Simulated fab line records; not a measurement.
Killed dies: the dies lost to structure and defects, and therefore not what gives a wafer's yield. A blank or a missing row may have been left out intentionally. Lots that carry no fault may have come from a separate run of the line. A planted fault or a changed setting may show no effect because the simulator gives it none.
Split-lot experiment    flow n5-finfet    21 wafers read across 7 lots, on a route 1938 steps long

## THE SPLIT
At N5_BEOL_M0_SAQP_SPACER1_ALD_98 (deposits SiO2, target thk 12.8 nm, pulse time 1 s, purge time 2 s), the setting ald-cycles was moved away from the recipe's 138 on 10 of the 21 wafers read, by -14.5% to +13.8%. This setting was run at the recipe's value on the other wafers.

## FROM THE SPLIT TO THE READING: what the file shows between them, 2 steps
- N5_BEOL_M0_SAQP_SPACER1_ETCHBACK_99: etches SiO2 in CHF3/O2, target depth 15.4 nm, time 7.7 s
- N5_BEOL_M0_SAQP_MANDREL1_REMOVE_100: chemistry HBr/Cl2/O2, target a-Si, stops on SiNx, bt time 10 s

## THE READING
Shown in nm: cd-nm at N5_BEOL_M0_SAQP_CD_MEAS_25, with target cd 13.1 nm. Typical for fault-free wafers on this fab line: 12.79 nm, with standard deviation 0.22 nm.

wafer   tool, chamber at the split  ald-cycles as run  against the recipe  cd-nm, nm  against lot-mates on the recipe
L075.1  ald-sin-02, 3,2,1           138                recipe              13.04      -
L075.2  ald-sin-02, 3,2,1           138                recipe              12.51      -
L075.3  ald-sin-02, 3,2,1           138                recipe              12.61      -
L076.1  ald-sin-02, 2,1,0           138                recipe              12.58      -
L076.2  ald-sin-02, 2,1,0           138                recipe              12.67      -
L076.6  ald-sin-02, 2,1,0           138                recipe              12.96      -
L077.4  ald-sin-01, 1               150                +8.7%               14.33      +1.27
L077.5  ald-sin-01, 0               150                +8.7%               14.05      +0.99
L077.6  ald-sin-01, 1               138                recipe              13.06      -
L080.1  ald-sin-04, 0,2,3           151                +9.4%               13.76      no lot-mate on the recipe
L080.5  ald-sin-04, 0,2,3           151                +9.4%               13.99      no lot-mate on the recipe
L080.6  ald-sin-04, 0,2,3           151                +9.4%               14.02      no lot-mate on the recipe
L085.1  ald-sin-04, 2               118                -14.5%              10.82      -1.75
L085.2  ald-sin-04, 3,2             138                recipe              12.36      -
L085.5  ald-sin-04, 3,2             138                recipe              12.78      -
L095.1  ald-sin-02, 0               138                recipe              12.26      -
L095.3  ald-sin-02, 2,1             127                -8.0%               12.02      -0.24
L095.6  ald-sin-02, 2,1             127                -8.0%               11.75      -0.51
L096.1  ald-sin-01, 3,0             157                +13.8%              14.84      +2.08
L096.4  ald-sin-01, 3,0             157                +13.8%              14.51      +1.75
L096.6  ald-sin-01, 1               138                recipe              12.76      -
The file does not say which wafer passed through which chamber wherever a row lists several chambers: such a row stands for several wafers.

FIT RESULTS
A straight line over all 21 wafers: cd-nm changes by +0.135 nm for each +1% of ald-cycles; r = +0.97; the points scatter about the line by 0.25 nm.
The same after taking each lot's own level away (the mean of its wafers on the recipe; 18 wafers): +0.118 nm for each +1%; r = +0.96; scatter 0.26 nm.
On that fit, the largest move of ald-cycles shifts the reading by 1.7 nm.
From 12.260 to 13.060 nm: that is the span of the lots' own levels, equal to 3.6 times the standard deviation above.
So the slope is not independent of the lot-to-lot level: the two fits are not the same.
Check: -1.53 nm against its lot-mates is what the line predicts for one of the wafers moved furthest among these (-14.5%) when that wafer is left out of the fit. It came out at -1.75 nm against them.

## ADDITIONAL SPLITS CARRIED BY THESE WAFERS
Before the reading, these wafers also passed through other splits. Each is held against what the fit with the lots' levels taken away leaves over:
other split on the same wafers         wafers away from the commonest value  r with cd-nm (lot level and that fit taken away)
N5_SD_EPI_P_PEB_07 peb-time-s          5                                     +0.05
N5_SD_EPI_P_ETCH_36 bias-w             8                                     +0.07
N5_MOL_CONTACT_COAG_ETCH_106 source-w  3                                     -0.12
N5_MOL_CONTACT_COAG_COAT_64 spin-rpm   3                                     +0.03
N5_MOL_CONTACT_COAG_EXPOSE_37 dose-mj  9                                     +0.34
N5_BEOL_M0_SAQP_COAT_81 spin-rpm       11                                    -0.36

## THE WHOLE CHAIN: every reading that the file lists as answering this split, in the file's order
step                                 what it does                                                       reading                                                                                      change (the file's fit)                r (the file's)
N5_BEOL_M0_SAQP_SPACER1_ALD_98       deposits SiO2, target thk 12.8 nm, pulse time 1 s, purge time 2 s  SiO2_of_BEOL_M0_SAQP_SPACER1_ALD_98.thk-nm (the simulator's own value, which no gauge read)  +0.127 nm for each +1% of the setting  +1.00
N5_BEOL_M0_SAQP_MANDREL1_REMOVE_100  chemistry HBr/Cl2/O2, target a-Si, stops on SiNx, bt time 10 s     BEOL_M0_SAQP.cd-nm (the simulator's own value, which no gauge read)                          +0.123 nm for each +1% of the setting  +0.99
N5_BEOL_M0_SAQP_CD_MEAS_25           target cd 13.1 nm                                                  cd-nm                                                                                        +0.12 nm for each +1% of the setting   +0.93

## THE FILE'S OWN FIT
cd-nm changes by +0.12 nm for each +1% of ald-cycles, r = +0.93.
